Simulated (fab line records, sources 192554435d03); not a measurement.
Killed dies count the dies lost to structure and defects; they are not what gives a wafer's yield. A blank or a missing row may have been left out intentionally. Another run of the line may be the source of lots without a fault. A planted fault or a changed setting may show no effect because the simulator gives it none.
Lot-split experiment -- flow n5 finfet -- on a route of 1938 steps: 7 lots, 21 wafers read

== ON THE SPLIT ==
At N5_FIN_SAQP_FIN_ETCH_36 (etches the open film in HBr/Cl2/O2, target depth 120 nm, time 50.4 s), the setting icp w was moved away from the recipe's 800 W on 6 of the 21 wafers read, by -16.7% to +12.8%. For the rest of the wafers, this setting stayed at what the recipe calls for.

== FROM THE SPLIT TO THE READING: what the file shows between them, 3 steps ==
- N5_FIN_SAQP_PRECLEAN_38: cleans in O3/DIW, time 45 s
- N5_FIN_SAQP_PRECLEAN_45: cleans in dHF, time 10 s
- N5_FIN_SAQP_SRD_39: time 30 s

== THE READING ==
trench depth nm, in nm, at N5_FIN_SAQP_OCD_MEAS_76. Typical for fault-free wafers on this fab line: 119.7 nm, with standard deviation 2.7 nm.

wafer,"tool, chamber at the split","icp w as run, W",against the recipe,"trench depth nm, nm",against lot-mates on the recipe
L075.3,"rie si-03, 3",902.5,+12.8%,125.3,+6.1
L075.5,"rie si-03, 1",800,recipe,116.7,-
L075.6,"rie si-03, 2",800,recipe,121.7,-
L077.1,"rie si-01, 0",800,recipe,117.5,-
L077.2,"rie si-01, 1",713.4,-10.8%,110.9,-6.6
L077.6,"rie si-01, 3",713.4,-10.8%,108.5,-9.0
L080.1,"rie si-01, 2",800,recipe,119.6,-
L080.3,"rie si-01, 3",800,recipe,117.8,-
L080.6,"rie si-01, 1",800,recipe,118.2,-
L083.1,"rie si-01, 3",800,recipe,116.3,-
L083.3,"rie si-01, 1",800,recipe,115.4,-
L083.6,"rie si-01, 2",800,recipe,119.1,-
L090.3,"rie si-03, 1",800,recipe,115.2,-
L090.5,"rie si-03, 1",800,recipe,117.0,-
L090.6,"rie si-03, 2",800,recipe,120.1,-
L091.2,"rie si-03, 0",800,recipe,121.0,-
L091.5,"rie si-03, 2",682.1,-14.7%,112.3,-8.7
L091.6,"rie si-03, 1",682.1,-14.7%,106.8,-14.2
L095.2,"rie si-03, 2",800,recipe,120.6,-
L095.3,"rie si-03, 3",800,recipe,118.2,-
L095.6,"rie si-03, 0",666.1,-16.7%,111.0,-8.4

FIT RESULTS
A straight line over all 21 wafers: trench depth nm changes by +0.582 nm for each +1% of icp w; r = +0.88; the points scatter about the line by 2.2 nm.
The same after taking each lot's own level away (the mean of its wafers on the recipe; 21 wafers): +0.638 nm for each +1%; r = +0.92; scatter 2 nm.
On that fit, the largest move of icp w shifts the reading by 11 nm.
Across the lots, their own levels run from 116.93 to 121.00 nm, a range of 1.5 times the standard deviation given above.
The two slopes agree, so the slope changes little with the lot-to-lot level.
Check: -11.8 nm against its lot-mates is what the line predicts for one of the wafers moved furthest among these (-16.7%) when that wafer is left out of the fit. Against them it came out at -8.4 nm.

== FURTHER SPLITS ON THESE WAFERS ==
Note: prior to the reading, these wafers also went through further splits. Each is held against what the fit with the lots' levels taken away leaves over:
other split on the same wafers,wafers away from the commonest value,r with trench depth nm (lot level and that fit taken away)
N5_ZERO_LAYER_PECVD_02 time s,6,+0.21
N5_ZERO_LAYER_EXPOSE_08 dose mj,5,-0.09
N5_WELL_APT_PEB_23 peb temp c,6,-0.33

== THE WHOLE CHAIN: every reading that the file lists as answering this split, in the file's order ==
step,what it does,reading,change (the file's fit),r (the file's)
N5_FIN_SAQP_FIN_ETCH_36,"etches the open film in HBr/Cl2/O2, target depth 120 nm, time 50.4 s","etch.depth nm (the simulator's own value, which no gauge read)",+0.615 nm for each +1% of the setting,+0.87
N5_FIN_SAQP_FIN_ETCH_36,"etches the open film in HBr/Cl2/O2, target depth 120 nm, time 50.4 s","FIN_SAQP.feature depth nm (the simulator's own value, which no gauge read)",+0.614 nm for each +1% of the setting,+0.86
N5_FIN_SAQP_OCD_MEAS_76,,trench depth nm,+0.606 nm for each +1% of the setting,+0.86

== THE FILE'S OWN FIT ==
trench depth nm changes by +0.606 nm for each +1% of icp w, r = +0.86.
